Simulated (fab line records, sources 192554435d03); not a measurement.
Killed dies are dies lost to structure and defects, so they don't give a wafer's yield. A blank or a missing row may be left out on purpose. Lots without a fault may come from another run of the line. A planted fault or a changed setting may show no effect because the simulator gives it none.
Which tool did it? | flow n5_finfet | 9 lots, 27 wafers sampled, at 5 steps of a route of 1938

WHAT THE GAUGES READ, wafer by wafer
N5_SD_EPI_N_EPI_MEAS_23.
lot  | measured    | on            | thk_nm (nm)
L187 | day 3 14:28 | film_metro-01 | 60.5 59.7 60.6
L188 | day 3 15:16 | film_metro-02 | 58.3 56.4 58.6
L190 | day 4 06:40 | film_metro-02 | 58.1 59.9 58.4
L193 | day 5 04:41 | film_metro-02 | 59.0 60.8 58.8
L195 | day 5 11:38 | film_metro-01 | 60.3 58.9 63.6
L198 | day 6 04:04 | film_metro-01 | 58.8 57.1 60.0
L200 | day 6 16:21 | film_metro-02 | 58.5 58.6 58.9
L204 | day 7 17:19 | film_metro-01 | 51.7 51.7 51.6
L208 | day 8 17:55 | film_metro-01 | 50.8 52.3 53.5

WHICH TOOL RAN EACH LOT (tool, then ch and the chambers of the sampled wafers, then the start)
lot  | N5_DUMMY_GATE_ETCH_23           | N5_SD_EPI_N_ETCHBACK_44           | N5_SD_EPI_N_ETCH_45               | N5_SD_EPI_N_EPI_21
L187 | rie_si-04 ch 2,3, day 3 08:35   | rie_diel-04 ch 1,2,3, day 3 11:29 | rie_diel-04 ch 1,2,3, day 3 11:35 | epi_rpcvd-02 ch 0, day 3 12:45
L188 | rie_si-04 ch 0,1, day 3 10:18   | rie_diel-04 ch 0,3, day 3 12:17   | rie_diel-04 ch 0,3, day 3 12:23   | epi_rpcvd-03 ch 0, day 3 14:23
L190 | rie_si-06 ch 0,1,2, day 4 00:24 | rie_diel-01 ch 0,1,3, day 4 02:58 | rie_diel-01 ch 0,1,3, day 4 03:04 | epi_rpcvd-01 ch 0, day 4 04:24
L193 | rie_si-05 ch 1,2,3, day 4 22:22 | rie_diel-04 ch 1,3, day 5 01:43   | rie_diel-04 ch 1,3, day 5 01:49   | epi_rpcvd-01 ch 0, day 5 02:58
L195 | rie_si-04 ch 0,3, day 5 06:19   | rie_diel-04 ch 0,1, day 5 08:38   | rie_diel-04 ch 0,1, day 5 08:44   | epi_rpcvd-02 ch 0, day 5 10:27
L198 | rie_si-06 ch 1,2, day 5 23:14   | rie_diel-06 ch 0,1,2, day 6 01:04 | rie_diel-06 ch 0,1,2, day 6 01:10 | epi_rpcvd-01 ch 0, day 6 02:54
L200 | rie_si-06 ch 0,1, day 6 11:14   | rie_diel-04 ch 2,3, day 6 13:22   | rie_diel-04 ch 2,3, day 6 13:28   | epi_rpcvd-02 ch 0, day 6 14:55
L204 | rie_si-04 ch 0,2, day 7 11:46   | rie_diel-06 ch 0,1,2, day 7 14:20 | rie_diel-06 ch 0,1,2, day 7 14:26 | epi_rpcvd-01 ch 0, day 7 15:52
L208 | rie_si-06 ch 1,2,3, day 8 11:40 | rie_diel-04 ch 2,3, day 8 14:11   | rie_diel-04 ch 2,3, day 8 14:17   | epi_rpcvd-01 ch 0, day 8 16:22
- N5_DUMMY_GATE_ETCH_23: etches poly-Si in HBr/Cl2/O2, target depth 41 nm, time 22.3 s.
- N5_SD_EPI_N_ETCHBACK_44: etches SiNx in CH3F/O2, stops on SiO2, target depth 14.5 nm.
- N5_SD_EPI_N_ETCH_45: etches SiOCN in CH3F/O2, target depth 6 nm.
- N5_SD_EPI_N_EPI_21: deposits Si:P, time 690 s.

THE ANSWER, worked out from the rows above alone
Rule: what is usual is taken from the lots themselves. Put in order of their means at a reading, lots are off if they are a third of the lots or fewer, leave a main group of 4 or more, and stand apart from it by a gap of 3 or more times the standard deviation of the main group's means; of several such gaps the widest counts. A main group whose means are all the same, to the digits that the tables above print for the reading, isn't used. A lot without any number at a reading at which 4 lots or more have one is off too. The other lots that the step has rows for count as sound.
Off: L204, L208, at N5_SD_EPI_N_EPI_MEAS_23 (thk_nm). The main group: mean 59.2 nm, standard deviation 1.
A tool fits if, at a process step before that reading, it ran every lot that is off, and no sound lot after the first of them. The gauges at N5_SD_EPI_N_EPI_MEAS_23 are tried like those tools. Can't be told from this: 2 tools fit, epi_rpcvd-01 at N5_SD_EPI_N_EPI_21, film_metro-01 at N5_SD_EPI_N_EPI_MEAS_23.

WHAT THE SIMULATOR HAD PUT IN
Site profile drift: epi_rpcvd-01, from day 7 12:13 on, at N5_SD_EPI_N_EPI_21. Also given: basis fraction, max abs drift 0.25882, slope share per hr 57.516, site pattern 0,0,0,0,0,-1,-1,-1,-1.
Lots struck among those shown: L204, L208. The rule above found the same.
